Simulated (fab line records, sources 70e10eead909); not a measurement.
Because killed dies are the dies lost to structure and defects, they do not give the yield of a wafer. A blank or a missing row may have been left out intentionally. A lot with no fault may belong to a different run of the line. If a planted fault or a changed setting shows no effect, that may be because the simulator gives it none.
A lot that was struck, set against a sound lot -- flow nand-harc -- 15 out of 1302 route steps
Sound: these wafers, L792.1, L792.2, L792.5. Struck: wafers L807.2, L807.5 (left out: L807.1, a lot-mate that was not struck); the cause follows at the end.
At each step with rows: each side's tool, then ch and its chambers, then its first start. Under that, the readings that differ: sound wafers -- struck wafers -- difference of the means -- sigmas: that difference in standard deviations of wafers without a fault.
alike: readings with means less than 2 such deviations apart, plus words and numbers identical on both sides. not compared: withheld readings, readings lacking a value on some wafer, bounds such as >300 that could conceal the same value, and numbers that have no deviation in the record and whose values overlap.
Wherever a step has rows on one side only, a row that says differs or no value, or a row with sigmas, the two part there. Numbers that have no deviation but don't overlap get no sigmas and don't part them. A reading that every wafer of one side lacks parts them only if that side has two wafers or more.

first, 1 step without rows for these wafers: NHARC_A_M0_DEVELOP_08 (develop time 35 s).
NHARC_A_M0_CD_MEAS_09: target cd 80 nm.
  sound on cd-sem-03 ch 0, day 23 09:24; struck on cd-sem-03 ch 0, day 29 16:17
  alike: cd-nm
NHARC_A_M0_OVL_MEAS_10: pitch 160 nm.
  sound on overlay-01, day 23 09:29; struck on overlay-02, day 29 16:22
reading,sound,struck,difference,sigmas
overlay-x-nm (nm),-0.3 0.6 0.1,1.9 2.5,+2.1,+2
  alike: overlay-y-nm
NHARC_A_M0_INSPECT_11:
  sound on defect-inspect-01, day 23 09:31; struck on defect-inspect-01, day 29 16:24
  alike: raw-defect-count
NHARC_A_M0_DESCUM_14: chemistry O2, time 3 s.
  sound on rie-diel-05 ch 0,2,3, day 23 09:35; struck on rie-diel-02 ch 3, day 29 16:28
  alike: drypump-motor-current-A, oes-product-au, rf-vpp-V, showerhead-plenum-p-Torr, throttle-valve-pct
  not compared: rf-hours-counter-h
NHARC_A_M0_ETCH_34: etches the open film in N2/H2, target depth 40 nm, overetch 12 nm, time 43.94 s.
  sound on rie-diel-05 ch 0,1,2, day 23 10:08; struck on rie-diel-02 ch 3, day 29 16:33
  alike: drypump-motor-current-A, oes-product-au, rf-vpp-V, showerhead-plenum-p-Torr, throttle-valve-pct
  not compared: rf-hours-counter-h
then, 1 step without rows for these wafers: NHARC_A_M0_ETCH_15 (etches the open film in C4F8/Ar, target depth 150 nm, overetch 15 nm, time 82.5 s).
NHARC_A_M0_CD_MEAS_16:
  sound on cd-sem-01, day 23 10:21; struck on cd-sem-03, day 29 16:46
  alike: cd-nm
NHARC_A_M0_STRIP_18: strips in N2/H2.
  sound on rie-diel-02 ch 0,2,3, day 23 10:29; struck on rie-diel-05 ch 0,1, day 29 16:50
  alike: drypump-motor-current-A, oes-product-au, rf-vpp-V, showerhead-plenum-p-Torr, throttle-valve-pct
  not compared: rf-hours-counter-h
then, 2 steps without rows for these wafers: NHARC_A_M0_STRIP_19 (strips in post etch residue remover, time 600 s); NHARC_A_M0_DEGAS_28 (time 60 s).
NHARC_A_M0_PRE_CLEAN_29: time 30 s.
  sound on pvd-sputter-03; struck on pvd-sputter-02
  alike: heater-power-w, susceptor-temp-C
NHARC_A_M0_PVD_20: deposits TaN, target thk 5 nm, time 8.06 s.
  sound on pvd-sputter-03, day 23 11:06; struck on pvd-sputter-02, day 29 17:32
reading,sound,struck,difference,sigmas
time-s (s),8.06 8.06 8.06,8.7252 8.7252,+0.6652,
  alike: throttle-valve-pct
NHARC_A_M0_PVD_21: deposits Cu, target thk 30 nm, time 20.49 s.
  sound on pvd-sputter-03; struck on pvd-sputter-02
  alike: throttle-valve-pct
  not compared: time-s
NHARC_END_SORT_01:
  sound on prober-02 ch 0, day 25 02:38; struck on prober-02 ch 0, day 31 07:54
  alike: defect-limited-yield, killed-at-array, killed-at-other, killed-at-periphery, killed-dies, killed-open, killed-short, sort_bin_2_pct, sort_bin_3_pct, sort_bin_4_pct, sort-n-pass, sort-rim-yield-pct, sort-yield-pct

## WHERE THEY PART
Within this record, at NHARC_A_M0_OVL_MEAS_10 only. Later steps at which nothing parts them and some readings are alike: NHARC_A_M0_INSPECT_11, NHARC_A_M0_DESCUM_14, NHARC_A_M0_ETCH_34, NHARC_A_M0_CD_MEAS_16, NHARC_A_M0_STRIP_18, NHARC_A_M0_PRE_CLEAN_29, NHARC_A_M0_PVD_20, NHARC_A_M0_PVD_21, NHARC_END_SORT_01.

WHY: what the simulator had put in
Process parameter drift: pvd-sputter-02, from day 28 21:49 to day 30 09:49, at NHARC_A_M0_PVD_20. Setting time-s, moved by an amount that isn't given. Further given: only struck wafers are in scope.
